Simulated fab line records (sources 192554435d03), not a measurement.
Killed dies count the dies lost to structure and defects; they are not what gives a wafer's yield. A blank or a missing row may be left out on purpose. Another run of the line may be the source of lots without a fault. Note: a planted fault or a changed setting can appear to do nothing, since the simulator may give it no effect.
Which tool is to blame? + flow n5Finfet + 24 lots, 72 wafers sampled, at 6 steps of a route of 1938

WHAT THE GAUGES SHOWED, per wafer
N5_STI_FIN_REVEAL_FIN_H_MEAS_10.
| lot  | measured    | on     | trenchDepthNm (nm) |
|------|-------------|--------|--------------------|
| L074 | day 2 15:07 | ocd-01 | 52.4 52.4 51.8     |
| L075 | day 2 19:43 | ocd-01 | 51.0 51.5 51.2     |
| L076 | day 3 01:47 | ocd-01 | 52.0 52.7 51.7     |
| L077 | day 3 07:11 | ocd-01 | 51.9 52.6 51.5     |
| L078 | day 3 13:12 | ocd-02 | 52.0 53.0 52.6     |
| L079 | day 3 19:23 | ocd-01 | 52.3 50.6 52.2     |
| L080 | day 4 01:01 | ocd-02 | 50.9 51.3 50.4     |
| L081 | day 4 07:26 | ocd-02 | 53.1 51.3 52.8     |
| L082 | day 4 13:13 | ocd-01 | 52.1 52.4 52.4     |
| L083 | day 4 20:47 | ocd-01 | 51.7 50.9 51.5     |
| L084 | day 5 03:45 | ocd-01 | 52.1 52.2 51.9     |
| L085 | day 5 15:03 | ocd-01 | 52.0 52.1 51.8     |
| L086 | day 5 19:13 | ocd-02 | 52.4 52.0 51.7     |
| L087 | day 5 20:53 | ocd-02 | 52.0 53.2 52.6     |
| L088 | day 6 00:30 | ocd-02 | 51.7 52.0 52.1     |
| L089 | day 6 08:38 | ocd-01 | 52.5 53.1 53.1     |
| L090 | day 6 12:24 | ocd-01 | 52.0 52.3 51.2     |
| L091 | day 6 20:32 | ocd-02 | 51.9 50.9 51.7     |
| L092 | day 7 00:53 | ocd-02 | 52.2 51.6 51.7     |
| L093 | day 7 06:17 | ocd-01 | 52.9 53.0 52.8     |
| L094 | day 7 13:47 | ocd-02 | 52.0 51.6 52.3     |
| L095 | day 7 17:56 | ocd-01 | 53.1 52.5 53.1     |
| L096 | day 8 00:16 | ocd-01 | 52.1 52.0 52.0     |
| L097 | day 8 06:30 | ocd-02 | 51.7 52.2 53.0     |

N5_DUMMY_GATE_CD_MEAS_15 targets a cd of 25.8 nm.
| lot  | measured    | on       | cdNm (nm)         |
|------|-------------|----------|-------------------|
| L074 | day 2 23:41 | cdSem-03 | 24.93 25.11 25.09 |
| L075 | day 3 04:22 | cdSem-02 | 24.94 24.74 24.81 |
| L076 | day 3 10:21 | cdSem-01 | 25.29 25.14 25.18 |
| L077 | day 3 18:10 | cdSem-01 | 24.99 24.61 24.81 |
| L078 | day 3 21:47 | cdSem-03 | 25.03 24.86 25.13 |
| L079 | day 4 04:00 | cdSem-03 | 24.95 24.56 24.81 |
| L080 | day 4 09:44 | cdSem-01 | 24.91 25.03 24.73 |
| L081 | day 4 16:00 | cdSem-03 | 25.05 25.34 24.69 |
| L082 | day 5 00:38 | cdSem-01 | 25.41 24.93 24.97 |
| L083 | day 5 09:13 | cdSem-01 | 25.19 25.09 24.91 |
| L084 | day 5 13:35 | cdSem-03 | 25.11 25.13 25.09 |
| L085 | day 5 23:52 | cdSem-01 | 24.92 25.04 25.36 |
| L086 | day 6 04:04 | cdSem-03 | 24.91 25.18 25.50 |
| L087 | day 6 07:59 | cdSem-01 | 25.25 24.48 24.96 |
| L088 | day 6 11:26 | cdSem-01 | 25.06 25.19 24.71 |
| L089 | day 6 17:19 | cdSem-02 | 24.98 25.24 24.61 |
| L090 | day 6 21:11 | cdSem-03 | 24.81 25.14 25.28 |
| L091 | day 7 05:43 | cdSem-02 | 25.30 25.05 25.12 |
| L092 | day 7 09:54 | cdSem-01 | 24.86 25.03 24.79 |
| L093 | day 7 14:59 | cdSem-02 | 25.11 25.00 25.10 |
| L094 | day 7 23:15 | cdSem-03 | 24.79 25.19 24.96 |
| L095 | day 8 04:45 | cdSem-02 | 24.98 25.14 25.52 |
| L096 | day 8 08:56 | cdSem-03 | 24.64 25.07 24.69 |
| L097 | day 8 15:13 | cdSem-01 | 25.49 25.04 24.93 |

N5_DUMMY_GATE_CD_MEAS_24 targets a cd of 15 nm.
| lot  | measured    | on       | cdNm (nm)      |
|------|-------------|----------|----------------|
| L074 | day 3 00:41 | cdSem-03 | 15.7 15.5 15.2 |
| L075 | day 3 05:22 | cdSem-03 | 14.7 14.5 15.1 |
| L076 | day 3 11:22 | cdSem-03 | 15.4 15.2 15.4 |
| L077 | day 3 19:10 | cdSem-01 | 14.7 15.5 14.7 |
| L078 | day 3 22:47 | cdSem-03 | 14.8 14.9 15.1 |
| L079 | day 4 05:06 | cdSem-01 | 15.5 15.4 14.6 |
| L080 | day 4 10:53 | cdSem-01 | 14.4 14.5 15.3 |
| L081 | day 4 17:23 | cdSem-03 | 14.8 15.3 14.8 |
| L082 | day 5 01:53 | cdSem-02 | 15.2 15.1 15.6 |
| L083 | day 5 10:19 | cdSem-01 | 15.3 15.3 15.1 |
| L084 | day 5 14:47 | cdSem-03 | 15.0 14.9 15.0 |
| L085 | day 6 00:52 | cdSem-03 | 14.9 15.6 14.9 |
| L086 | day 6 05:05 | cdSem-03 | 15.5 15.3 14.8 |
| L087 | day 6 08:59 | cdSem-01 | 15.0 15.0 14.6 |
| L088 | day 6 12:28 | cdSem-02 | 15.2 14.9 15.6 |
| L089 | day 6 18:19 | cdSem-03 | 15.6 15.0 15.6 |
| L090 | day 6 22:12 | cdSem-02 | 16.0 14.4 15.0 |
| L091 | day 7 06:43 | cdSem-02 | 15.0 15.2 15.0 |
| L092 | day 7 10:54 | cdSem-02 | 14.9 15.3 15.0 |
| L093 | day 7 16:14 | cdSem-01 | 15.3 15.1 15.7 |
| L094 | day 8 00:19 | cdSem-03 | 15.0 14.8 14.6 |
| L095 | day 8 05:52 | cdSem-01 | 14.8 14.9 15.6 |
| L096 | day 8 10:03 | cdSem-02 | 14.5 14.8 15.0 |
| L097 | day 8 16:23 | cdSem-01 | 15.3 15.5 15.5 |

N5_SD_EPI_P_INSPECT_11: inspects for defects (macro).
| lot  | measured    | on               | rawDefectCount |
|------|-------------|------------------|----------------|
| L074 | day 3 06:38 | defectInspect-02 | 4 3 2          |
| L075 | day 3 11:55 | defectInspect-01 | 0 0 3          |
| L076 | day 3 16:56 | defectInspect-02 | 3 3 3          |
| L077 | day 4 01:04 | defectInspect-02 | 0 2 1          |
| L078 | day 4 05:05 | defectInspect-02 | 3 1 2          |
| L079 | day 4 11:03 | defectInspect-01 | 2 4 3          |
| L080 | day 4 16:46 | defectInspect-02 | 2 6 0          |
| L081 | day 5 05:01 | defectInspect-01 | 2 0 2          |
| L082 | day 5 08:21 | defectInspect-02 | 3 2 1          |
| L083 | day 5 16:21 | defectInspect-02 | 0 3 2          |
| L084 | day 5 20:28 | defectInspect-02 | 2 3 4          |
| L085 | day 6 06:44 | defectInspect-02 | 0 1 2          |
| L086 | day 6 10:48 | defectInspect-01 | 2 2 2          |
| L087 | day 6 14:39 | defectInspect-02 | 3 2 3          |
| L088 | day 6 18:35 | defectInspect-02 | 4 4 3          |
| L089 | day 7 00:20 | defectInspect-02 | 2 6 0          |
| L090 | day 7 04:05 | defectInspect-01 | 2 3 4          |
| L091 | day 7 12:59 | defectInspect-02 | 2 1 2          |
| L092 | day 7 16:35 | defectInspect-02 | 2 2 4          |
| L093 | day 7 21:46 | defectInspect-01 | 3 3 3          |
| L094 | day 8 05:57 | defectInspect-01 | 1 1 5          |
| L095 | day 8 12:11 | defectInspect-01 | 3 1 0          |
| L096 | day 8 15:35 | defectInspect-01 | 1 0 0          |
| L097 | day 8 22:46 | defectInspect-02 | 1 1 5          |

WHAT TOOL EACH LOT RAN ON (gives the tool, then ch and the chambers of the sampled wafers, and finally the start)
| lot  | N5_SD_EPI_N_ETCHBACK_44          | N5_SD_EPI_N_STRIP_38               |
|------|----------------------------------|------------------------------------|
| L074 | rieDiel-05 ch 0,2,3, day 3 02:47 | plasmaAsher-01 ch 0,1, day 3 03:09 |
| L075 | rieDiel-05 ch 0,1, day 3 07:12   | plasmaAsher-02 ch 0,1, day 3 07:34 |
| L076 | rieDiel-04 ch 2,3, day 3 13:04   | plasmaAsher-01 ch 0,1, day 3 13:26 |
| L077 | rieDiel-02 ch 1,3, day 3 21:07   | plasmaAsher-02 ch 0,1, day 3 21:29 |
| L078 | rieDiel-02 ch 0,1,3, day 4 00:54 | plasmaAsher-01 ch 0,1, day 4 01:16 |
| L079 | rieDiel-02 ch 0,1,3, day 4 06:58 | plasmaAsher-01 ch 0,1, day 4 07:21 |
| L080 | rieDiel-02 ch 0,1,3, day 4 12:43 | plasmaAsher-01 ch 0,1, day 4 13:05 |
| L081 | rieDiel-02 ch 2,3, day 5 00:21   | plasmaAsher-02 ch 0,1, day 5 00:44 |
| L082 | rieDiel-04 ch 2,3, day 5 04:21   | plasmaAsher-02 ch 0,1, day 5 04:43 |
| L083 | rieDiel-02 ch 0,2, day 5 12:21   | plasmaAsher-01 ch 1, day 5 12:43   |
| L084 | rieDiel-04 ch 0,1,3, day 5 16:28 | plasmaAsher-01 ch 0,1, day 5 16:50 |
| L085 | rieDiel-05 ch 0,1, day 6 02:46   | plasmaAsher-01 ch 0,1, day 6 03:07 |
| L086 | rieDiel-04 ch 0,1, day 6 06:47   | plasmaAsher-02 ch 0,1, day 6 07:09 |
| L087 | rieDiel-05 ch 0,1,3, day 6 10:39 | plasmaAsher-02 ch 0,1, day 6 11:01 |
| L088 | rieDiel-02 ch 0,1,3, day 6 14:25 | plasmaAsher-01 ch 0,1, day 6 14:56 |
| L089 | rieDiel-05 ch 0,2,3, day 6 20:11 | plasmaAsher-01 ch 0,1, day 6 20:33 |
| L090 | rieDiel-04 ch 1,3, day 7 00:03   | plasmaAsher-02 ch 0,1, day 7 00:25 |
| L091 | rieDiel-04 ch 2,3, day 7 08:23   | plasmaAsher-01 ch 0,1, day 7 08:46 |
| L092 | rieDiel-02 ch 0,1,2, day 7 12:44 | plasmaAsher-02 ch 0,1, day 7 13:05 |
| L093 | rieDiel-05 ch 1,2,3, day 7 17:54 | plasmaAsher-01 ch 0,1, day 7 18:17 |
| L094 | rieDiel-04 ch 0,1,3, day 8 01:58 | plasmaAsher-02 ch 0,1, day 8 02:20 |
| L095 | rieDiel-04 ch 0,2,3, day 8 07:32 | plasmaAsher-01 ch 0,1, day 8 07:54 |
| L096 | rieDiel-04 ch 0,1,3, day 8 11:43 | plasmaAsher-02 ch 0,1, day 8 12:05 |
| L097 | rieDiel-02 ch 2,3, day 8 18:19   | plasmaAsher-01 ch 0, day 8 18:41   |
- N5_SD_EPI_N_ETCHBACK_44: etches SiNx in CH3F/O2, stops on SiO2, target depth 14.5 nm.
- N5_SD_EPI_N_STRIP_38: strips in N2/H2.

WHAT THE TOOLS THEMSELVES READ (means of the sampled wafers that have a number; where no wafer has one, the mark that the record gives instead)
N5_SD_EPI_N_ETCHBACK_44.
| lot  | tool       | O2_flow_sccm (sccm) | drypumpMotorCurrentA (A) | oesProductAu (a.u.) | rfVppV (V) | showerheadPlenumPTorr (Torr) | throttleValvePct (%) |
|------|------------|---------------------|--------------------------|---------------------|------------|------------------------------|----------------------|
| L074 | rieDiel-05 | 20.01               | 5.9                      | 0.63                | 298.6      | 2.02                         | 16.41                |
| L075 | rieDiel-05 | 19.97               | 5.4                      | 0.68                | 298.7      | 1.94                         | 16.31                |
| L076 | rieDiel-04 | 20.02               | 6.0                      | 0.70                | 299.6      | 1.98                         | 16.24                |
| L077 | rieDiel-02 | 20.03               | 5.8                      | 0.69                | 298.0      | 2.10                         | 16.13                |
| L078 | rieDiel-02 | 20.05               | 5.6                      | 0.73                | 298.3      | 2.11                         | 16.09                |
| L079 | rieDiel-02 | 19.99               | 5.6                      | 0.73                | 298.3      | 2.11                         | 16.10                |
| L080 | rieDiel-02 | 20.00               | 5.6                      | 0.72                | 298.7      | 2.11                         | 16.10                |
| L081 | rieDiel-02 | 19.96               | 6.2                      | 0.61                | 300.1      | 2.00                         | 16.36                |
| L082 | rieDiel-04 | 19.99               | 6.0                      | 0.73                | 298.6      | 1.97                         | 16.33                |
| L083 | rieDiel-02 | 20.03               | 5.7                      | 0.70                | 298.2      | 2.08                         | 16.14                |
| L084 | rieDiel-04 | 20.00               | 6.1                      | 0.69                | 297.3      | 2.00                         | 16.14                |
| L085 | rieDiel-05 | 20.10               | 5.5                      | 0.66                | 299.9      | 2.00                         | 16.26                |
| L086 | rieDiel-04 | 20.01               | 6.2                      | 0.69                | 295.3      | 1.98                         | 16.15                |
| L087 | rieDiel-05 | 20.02               | 5.7                      | 0.64                | 298.5      | 2.00                         | 16.39                |
| L088 | rieDiel-02 | 20.00               | 5.6                      | 0.70                | 298.6      | 2.11                         | 16.13                |
| L089 | rieDiel-05 | 19.95               | 5.9                      | 0.69                | 299.4      | 2.09                         | 16.29                |
| L090 | rieDiel-04 | 19.95               | 6.0                      | 0.63                | 295.6      | 1.93                         | 16.22                |
| L091 | rieDiel-04 | 19.98               | 6.0                      | 0.67                | 300.5      | 1.97                         | 16.30                |
| L092 | rieDiel-02 | 20.03               | 5.7                      | 0.68                | 299.6      | 2.07                         | 16.28                |
| L093 | rieDiel-05 | 20.07               | 5.8                      | 0.69                | 298.3      | 2.02                         | 16.41                |
| L094 | rieDiel-04 | 20.02               | 6.2                      | 0.67                | 296.9      | 2.00                         | 16.17                |
| L095 | rieDiel-04 | 19.97               | 6.1                      | 0.70                | 297.8      | 2.02                         | 16.25                |
| L096 | rieDiel-04 | 19.99               | 6.2                      | 0.67                | 297.2      | 2.00                         | 16.18                |
| L097 | rieDiel-02 | 20.01               | 6.1                      | 0.61                | 298.1      | 2.03                         | 16.30                |

N5_SD_EPI_N_STRIP_38.
| lot  | tool           | drypumpMotorCurrentA (A) | heaterPowerW (W) | oesProductAu (a.u.) |
|------|----------------|--------------------------|------------------|---------------------|
| L074 | plasmaAsher-01 | 5.42                     | 355              | 0.764               |
| L075 | plasmaAsher-02 | 5.32                     | 350              | 0.756               |
| L076 | plasmaAsher-01 | 5.43                     | 356              | 0.761               |
| L077 | plasmaAsher-02 | 5.32                     | 350              | 0.766               |
| L078 | plasmaAsher-01 | 5.21                     | 341              | 0.751               |
| L079 | plasmaAsher-01 | 5.39                     | 349              | 0.763               |
| L080 | plasmaAsher-01 | 5.44                     | 351              | 0.752               |
| L081 | plasmaAsher-02 | 5.42                     | 352              | 0.757               |
| L082 | plasmaAsher-02 | 5.40                     | 350              | 0.764               |
| L083 | plasmaAsher-01 | 5.61                     | 361              | 0.757               |
| L084 | plasmaAsher-01 | 5.23                     | 342              | 0.770               |
| L085 | plasmaAsher-01 | 5.21                     | 344              | 0.752               |
| L086 | plasmaAsher-02 | 5.42                     | 352              | 0.761               |
| L087 | plasmaAsher-02 | 5.30                     | 345              | 0.765               |
| L088 | plasmaAsher-01 | 5.43                     | 353              | 0.746               |
| L089 | plasmaAsher-01 | 5.21                     | 346              | 0.753               |
| L090 | plasmaAsher-02 | 5.40                     | 348              | 0.754               |
| L091 | plasmaAsher-01 | 5.23                     | 343              | 0.755               |
| L092 | plasmaAsher-02 | 5.41                     | 355              | 0.765               |
| L093 | plasmaAsher-01 | 5.20                     | 344              | 0.775               |
| L094 | plasmaAsher-02 | 5.32                     | 344              | 0.753               |
| L095 | plasmaAsher-01 | 5.42                     | 355              | 0.757               |
| L096 | plasmaAsher-02 | 5.40                     | 352              | 0.761               |
| L097 | plasmaAsher-01 | 4.99                     | 329              | 0.764               |

THE ANSWER, worked out from the rows above alone
Rule: the lots themselves supply what counts as usual. The widest of any qualifying gaps counts: lots, ordered by their means at a reading, are off when they make up no more than a third of the lots, leave a main group of 4 or more, and stand apart from it by 3 or more times the standard deviation of that group's means. The tables above print the reading to a certain number of digits; a main group whose means all agree to those digits is not used. A lot without any number at a reading at which 4 lots or more have one is off too. All remaining lots with rows at the step are treated as sound. First the gauges in route order, then the tools' own readings, where a lot's mean is used as printed above. The first step at which some lot is off is used, and at that step the reading that is off furthest; a lot without a number counts as furthest.
Nothing can be told from this: no lot is off at any reading shown.

WHAT WAS PUT IN BY THE SIMULATOR
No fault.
